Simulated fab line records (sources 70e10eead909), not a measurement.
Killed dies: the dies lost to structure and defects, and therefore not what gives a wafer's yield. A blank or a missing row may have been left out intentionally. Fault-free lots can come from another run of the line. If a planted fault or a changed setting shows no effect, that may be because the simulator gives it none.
Matching of chambers :: flow nand harc :: rie diel-02 running NHARC_P_M1_DESCUM_14: 4 sister chambers
The step chemistry O2, time 3 s. 8 wafers are shown with their chamber, then 10 later ones without.

WAFERS, EACH WITH ITS CHAMBER
wafer: L079.5
chamber: 1
showerhead plenum p Torr (Torr): 1.97
drypump motor current A (A): 5.5

wafer: L081.1
chamber: 2
showerhead plenum p Torr (Torr): 1.84
drypump motor current A (A): 5.5

wafer: L081.3
chamber: 0
showerhead plenum p Torr (Torr): 1.79
drypump motor current A (A): 6.2

wafer: L081.4
chamber: 1
showerhead plenum p Torr (Torr): 1.97
drypump motor current A (A): 5.5

wafer: L082.5
chamber: 0
showerhead plenum p Torr (Torr): 1.80
drypump motor current A (A): 6.1

wafer: L082.6
chamber: 3
showerhead plenum p Torr (Torr): 2.04
drypump motor current A (A): 5.4

wafer: L084.1
chamber: 2
showerhead plenum p Torr (Torr): 1.84
drypump motor current A (A): 5.5

wafer: L084.3
chamber: 3
showerhead plenum p Torr (Torr): 2.04
drypump motor current A (A): 5.4

WAFERS WITH NO CHAMBER GIVEN
wafer: L084.6
showerhead plenum p Torr (Torr): 1.97
drypump motor current A (A): 5.5

wafer: L086.1
showerhead plenum p Torr (Torr): 1.79
drypump motor current A (A): 6.2

wafer: L086.4
showerhead plenum p Torr (Torr): 1.84
drypump motor current A (A): 5.5

wafer: L086.5
showerhead plenum p Torr (Torr): 1.79
drypump motor current A (A): 6.2

wafer: L087.1
showerhead plenum p Torr (Torr): 1.97
drypump motor current A (A): 5.5

wafer: L087.2
showerhead plenum p Torr (Torr): 1.84
drypump motor current A (A): 5.5

wafer: L087.3
showerhead plenum p Torr (Torr): 2.04
drypump motor current A (A): 5.4

wafer: L093.2
showerhead plenum p Torr (Torr): 1.79
drypump motor current A (A): 6.2

wafer: L093.4
showerhead plenum p Torr (Torr): 1.97
drypump motor current A (A): 5.5

wafer: L093.6
showerhead plenum p Torr (Torr): 1.79
drypump motor current A (A): 6.1

WHICH CHAMBER EACH ONE RAN IN
wafer: L084.6
from the rows above: 1
in truth: 1

wafer: L086.1
from the rows above: 0
in truth: 0

wafer: L086.4
from the rows above: 2
in truth: 2

wafer: L086.5
from the rows above: 0
in truth: 0

wafer: L087.1
from the rows above: 1
in truth: 1

wafer: L087.2
from the rows above: 2
in truth: 2

wafer: L087.3
from the rows above: 3
in truth: 3

wafer: L093.2
from the rows above: 0
in truth: 0

wafer: L093.4
from the rows above: 1
in truth: 1

wafer: L093.6
from the rows above: 0
in truth: 0
Placed correctly: 10 of 10. Number that these rows cannot place: 0. Wrongly placed: 0.
How it was worked out, from the rows above alone: a wafer's distance from a chamber is the root of the sum, over the readings, of the square of ((its reading less the chamber's mean) divided by the reading's scatter). If the next closest chamber is less than 2 further off than the closest, the wafer can't be placed; otherwise it belongs to the closest. A chamber's mean is the mean of its shown wafers. The scatter is the square root of a quotient: the sum, over the shown wafers, of each reading's squared deviation from its chamber's mean, divided by wafers minus chambers.
